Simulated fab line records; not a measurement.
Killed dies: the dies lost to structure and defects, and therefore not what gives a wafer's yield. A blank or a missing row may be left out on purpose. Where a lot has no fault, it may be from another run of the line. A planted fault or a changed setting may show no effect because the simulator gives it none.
A lot that was struck, set against a sound lot :: flow n5Finfet :: 29 steps out of a route of 1938
Sound: the wafers L628.1, L628.2, L628.6. Wafers L640.1, L640.2, L640.4 were the ones struck. The cause is given at the end.
Each step with rows lists, per side, the tool, then ch with its chambers, then its first start. Under that, the readings that differ: sound wafers :: struck wafers :: difference of the means :: sigmas: that difference in standard deviations of wafers without a fault.
alike: readings whose means differ by less than 2 such deviations, and words and numbers that are the same on both sides. not compared: withheld readings, readings that some wafer has no value for, bounds like >300 that may hide the same value, and numbers for which the record gives no deviation and whose values overlap.
The two part at a step that has a row with sigmas, a row that says differs or no value, or rows on one side only. Numbers that don't overlap but have no deviation are shown without sigmas and don't part them. A reading missing from all wafers of one side parts the sides only when that side holds two or more wafers.

first, 4 steps without rows for these wafers: N5_BEOL_M12_EXPOSE_07 (exposes mask V11); N5_BEOL_M12_PEB_08 (peb time 90 s); N5_BEOL_M12_DEVELOP_09 (develop time 45 s); N5_BEOL_M12_HARDBAKE_14 (time 120 s).
N5_BEOL_M12_CD_MEAS_10 targets a cd of 140 nm.
  sound on cdSem-02 ch 0, day 15 03:28; struck on cdSem-03 ch 0, day 17 06:18
  alike: cdNm
N5_BEOL_M12_OVL_MEAS_11:
  sound on overlay-01 ch 0, day 15 03:30; struck on overlay-02 ch 0, day 17 06:20
  alike: V11_OVL
N5_BEOL_M12_INSPECT_12: inspects for defects (macro).
  struck on defectInspect-02, day 17 06:22; sound on defectInspect-02, day 15 03:32
  alike: rawDefectCount
N5_BEOL_M12_DESCUM_15: chemistry O2, time 7.9 s.
  sound on rieDiel-05 ch 1,2,3, day 15 03:34; struck on rieDiel-05 ch 1,2,3, day 17 06:24
  alike: drypumpMotorCurrentA, oesProductAu, rfVppV, showerheadPlenumPTorr, throttleValvePct
  not compared: rfHoursCounterH
N5_BEOL_M12_ETCH_59: etches BARC in N2/H2, target depth 89 nm, overetch 26.7 nm, time 67.9 s.
  sound on rieDiel-05 ch 1,2,3, day 15 03:35; struck on rieDiel-05 ch 1,2,3, day 17 06:26
  alike: drypumpMotorCurrentA, oesProductAu, rfVppV, showerheadPlenumPTorr, throttleValvePct
  not compared: rfHoursCounterH
N5_BEOL_M12_VIA_ETCH_16: etches SiOC in C4F8/O2/Ar, target depth 724.8 nm.
  sound on rieDiel-05 ch 1,2,3, day 15 03:39; struck on rieDiel-05 ch 1,2,3, day 17 06:29
  alike: drypumpMotorCurrentA, oesProductAu, rfVppV, showerheadPlenumPTorr, throttleValvePct
N5_BEOL_M12_STRIP_63: strips in N2/H2.
  sound on plasmaAsher-01 ch 0,1, day 15 03:51; struck on plasmaAsher-01 ch 0,1, day 17 06:41
  alike: drypumpMotorCurrentA, heaterPowerW, oesProductAu, stripTimeToEndpointS
  not compared: rfHoursCounterH
N5_BEOL_M12_STRIP_64: strips in N2/H2.
  sound on plasmaAsher-01 ch 0,1, day 15 03:55; struck on plasmaAsher-01 ch 0,1, day 17 06:45
  alike: drypumpMotorCurrentA, heaterPowerW, oesProductAu, stripTimeToEndpointS
  not compared: rfHoursCounterH
N5_BEOL_M12_STRIP_71: strips in post etch residue remover, time 60 s.
  sound on wetBench-01 ch 2,6,7, day 15 03:59; struck on wetBench-01 ch 1,3,6, day 17 06:50
then, 1 step without rows for these wafers: N5_BEOL_M12_SRD_72 (time 30 s, dry time 30 s).
N5_BEOL_M12_CD_MEAS_17 targets a cd of 140 nm.
  struck on cdSem-03, day 17 06:53; sound on cdSem-03, day 15 04:03
  alike: cdNm
then, 9 steps without rows for these wafers: N5_BEOL_M12_COAT_65 (time 60 s, resist thk 300 nm); N5_BEOL_M12_COAT_66 (time 60 s, resist thk 110 nm); N5_BEOL_M12_COAT_22 (resist thk 300 nm); N5_BEOL_M12_EBR_24; N5_BEOL_M12_SOFTBAKE_23 (time 60 s); N5_BEOL_M12_EXPOSE_25 (exposes mask M12); N5_BEOL_M12_PEB_26 (peb time 90 s); N5_BEOL_M12_DEVELOP_27 (develop time 45 s); N5_BEOL_M12_HARDBAKE_32 (time 120 s).
N5_BEOL_M12_CD_MEAS_28 targets a cd of 160.2 nm.
  sound on cdSem-03 ch 0, day 15 04:31; struck on cdSem-03 ch 0, day 17 07:13
  alike: cdNm
N5_BEOL_M12_OVL_MEAS_29:
  sound on overlay-02 ch 0, day 15 04:32; struck on overlay-02 ch 0, day 17 07:15
  alike: M12_OVL
N5_BEOL_M12_INSPECT_30: inspects for defects (macro).
  struck on defectInspect-01, day 17 07:16; sound on defectInspect-02, day 15 04:34
reading: rawDefectCount
sound: 7 0 4
struck: >300 >300 >300
difference: differs
sigmas: 
then, 1 step without rows for these wafers: N5_BEOL_M12_DESCUM_33 (chemistry O2, time 7.9 s).
N5_PASSIVATION_PROBE_49:
  only the struck wafers here have rows in the record (prober-01, day 19 01:26); the sound ones have none

== WHERE THEY PART ==
Earliest at N5_BEOL_M12_INSPECT_30; latest, in this record, at N5_PASSIVATION_PROBE_49.

WHY: the cause the simulator had injected
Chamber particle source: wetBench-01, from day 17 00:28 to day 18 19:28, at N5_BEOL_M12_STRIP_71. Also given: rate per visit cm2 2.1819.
